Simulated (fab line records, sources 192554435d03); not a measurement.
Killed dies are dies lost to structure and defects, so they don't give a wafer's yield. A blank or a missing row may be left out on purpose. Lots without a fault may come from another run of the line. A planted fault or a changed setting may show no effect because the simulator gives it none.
Problem report in the 8D (eight disciplines) form, filled by code | flow n5_finfet | the parts of the form that need people (team, actions taken, sign-off) are left out

1. THE PROBLEM
killed_at_M0_to_M3 at N5_PASSIVATION_PROBE_49 reads a mean of 104 on 6 wafers of 2 lots; wafers without a fault read 34 with a standard deviation of 10. That is +7.0 standard deviations from the usual mean.
First seen on wafer L236.2, day 14 03:38, on prober-02. The record holds 9 wafers of 3 lots with a number at this step. Rule for "out", or "out of limits": more than 4 standard deviations from the usual mean. The other wafers with a number count as sound.

2. WHAT IT IS AND WHAT IT IS NOT
question                    | is                     | is not
which readings at this step | killed_at_M0_to_M3     | killed_at_M4_up, killed_at_contacts, killed_at_front_end, killed_at_other, killed_open, killed_short, sort_bin_4_leakage
which lots                  | L236, L239             | L233
which wafers of those lots  | all that have a number | -
read on which tools         | prober-01, prober-02   | -
when                        | from day 14 03:38      | up to then (3 sound wafers)

3. SUSPECTS, AND WHAT RULES EACH OUT
Counting: a tool at a process step up to the reading stays a suspect if it ran every lot that is out and no sound lot after the first of them.
- rie_diel-06 at N5_BEOL_M1_VIA_ETCH_34 (etches the open film in C4F6/O2, target depth 67.8 nm, time 64.4 s): kept. It ran every lot that is out, first L236 (day 8 05:33), and no sound lot after that; its last sound lot up to then is L233 (day 7 14:41).
- pecvd-03 at N5_PASSIVATION_PECVD_55 (deposits SiO2 from SiH4/N2O, target thk 400 nm, time 22.5 s): kept. It ran every lot that is out, first L236 (day 13 18:56), and no sound lot after that; its last sound lot up to then is L233 (day 12 20:35).
Left after counting: rie_diel-06 at N5_BEOL_M1_VIA_ETCH_34, pecvd-03 at N5_PASSIVATION_PECVD_55.

4. THE CAUSE (what the simulator had put in)
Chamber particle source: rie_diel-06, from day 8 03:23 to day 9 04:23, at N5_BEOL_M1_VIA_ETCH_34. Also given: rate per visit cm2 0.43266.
Counting left 2 suspects, and this tool is among them.

5. THE CHAIN OF EFFECTS, in route order
Each row: a reading whose mean over the struck wafers that have a number lies more than 3 standard deviations from the usual. Only readings for which the record gives a usual standard deviation are gone through. hours: the time from each lot's start at the first step in this table that gives one to its start at this step, as a median over the lots. sigmas: the change in usual standard deviations.
hours | step                    | reading              | usual  | on struck wafers | change | sigmas
0     | N5_PASSIVATION_PROBE_49 | defect_limited_yield | 90.9 % | 84.7             | -6.2   | -3.9
0     | N5_PASSIVATION_PROBE_49 | killed_at_M0_to_M3   | 34     | 104              | +70    | +7.0
0     | N5_PASSIVATION_PROBE_49 | killed_dies          | 107    | 180              | +73    | +4.1
0     | N5_PASSIVATION_PROBE_49 | killed_on_rim        | 14     | 27               | +13    | +3.1
0     | N5_PASSIVATION_PROBE_49 | sort_bin_5_function  | 5.3 %  | 9.8              | +4.5   | +4.5
0     | N5_PASSIVATION_PROBE_49 | sort_n_pass          | 1073   | 1000             | -73    | -3.9
0     | N5_PASSIVATION_PROBE_49 | sort_yield_pct       | 90.9 % | 84.7             | -6.2   | -3.9
The process steps in it:
- N5_PASSIVATION_PROBE_49

6. WHAT WOULD HAVE CAUGHT IT SOONER
In this record the first reading out of limits was taken at day 14 03:38, 144 hours after the fault began at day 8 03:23.
Of the tool readings at N5_BEOL_M1_VIA_ETCH_34 for which the record gives a usual standard deviation, none was out on any struck wafer, so an alarm limit of 4 standard deviations on them would not have fired.
All the lots that are out (2) had begun N5_BEOL_M1_VIA_ETCH_34 on rie_diel-06 by day 14 03:38. A hold on the tool at that time would have spared none of them.
